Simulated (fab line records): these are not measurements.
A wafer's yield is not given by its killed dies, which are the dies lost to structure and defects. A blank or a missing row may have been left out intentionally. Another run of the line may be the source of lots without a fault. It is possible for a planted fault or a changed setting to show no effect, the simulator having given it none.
Matching of chambers    flow n5 finfet    N5_BEOL_M0_SAQP_ETCH_83 on rie diel-01: 4 sister chambers
The step etches SiARC in CF4, target depth 39 nm, time 65 s. 14 wafers are shown with their chamber, then 7 later ones without.

WAFERS WITH THEIR CHAMBER
wafer   chamber  showerhead plenum p Torr (Torr)  throttle valve pct (%)  oes product au (a.u.)
L076.3  1        2.11                             15.40                   0.78
L076.4  2        2.14                             15.41                   0.63
L076.5  0        2.17                             15.82                   0.70
L077.2  0        2.17                             15.84                   0.70
L077.3  2        2.14                             15.40                   0.64
L077.6  2        2.14                             15.41                   0.64
L079.3  0        2.17                             15.82                   0.69
L079.4  3        2.25                             15.50                   0.72
L079.6  0        2.17                             15.84                   0.69
L086.1  2        2.14                             15.42                   0.63
L086.4  3        2.25                             15.53                   0.70
L086.5  1        2.11                             15.41                   0.76
L089.3  2        2.13                             15.44                   0.63
L089.4  0        2.17                             15.86                   0.69

SIGNATURES, as means of the wafers listed above
reading                   chamber 0  chamber 1  chamber 2  chamber 3  scatter within a chamber
showerhead plenum p Torr  2.1700     2.1100     2.1380     2.2500     0.00283
throttle valve pct        15.8360    15.4050    15.4160    15.5150    0.0159
oes product au            0.6940     0.7700     0.6340     0.7100     0.008
Rule: distance of a wafer from a chamber = root of the sum over the readings of ((wafer's reading minus chamber's mean) / reading's scatter) squared. The wafer belongs to the nearest chamber; if the next one is less than 2 further off, it can't be placed. How the scatter is found: for the shown wafers, subtract from each reading the mean of its chamber, square and add these, divide the total by (wafers less chambers), then take the root.

WAFERS MISSING THEIR CHAMBER
wafer   showerhead plenum p Torr (Torr)  throttle valve pct (%)  oes product au (a.u.)
L089.6  2.11                             15.43                   0.75
L092.2  2.16                             15.86                   0.67
L092.4  2.13                             15.46                   0.62
L092.6  2.24                             15.53                   0.69
L097.2  2.16                             15.87                   0.66
L097.4  2.10                             15.47                   0.73
L097.6  2.24                             15.56                   0.70

WHICH CHAMBER EACH WENT THROUGH
wafer   from the rows above  in truth
L089.6  1                    1
L092.2  0                    0
L092.4  2                    2
L092.6  3                    3
L097.2  0                    0
L097.4  1                    1
L097.6  3                    3
Correct placement for 7 of the 7. From these rows, 0 cannot be placed. 0 placed wrongly.
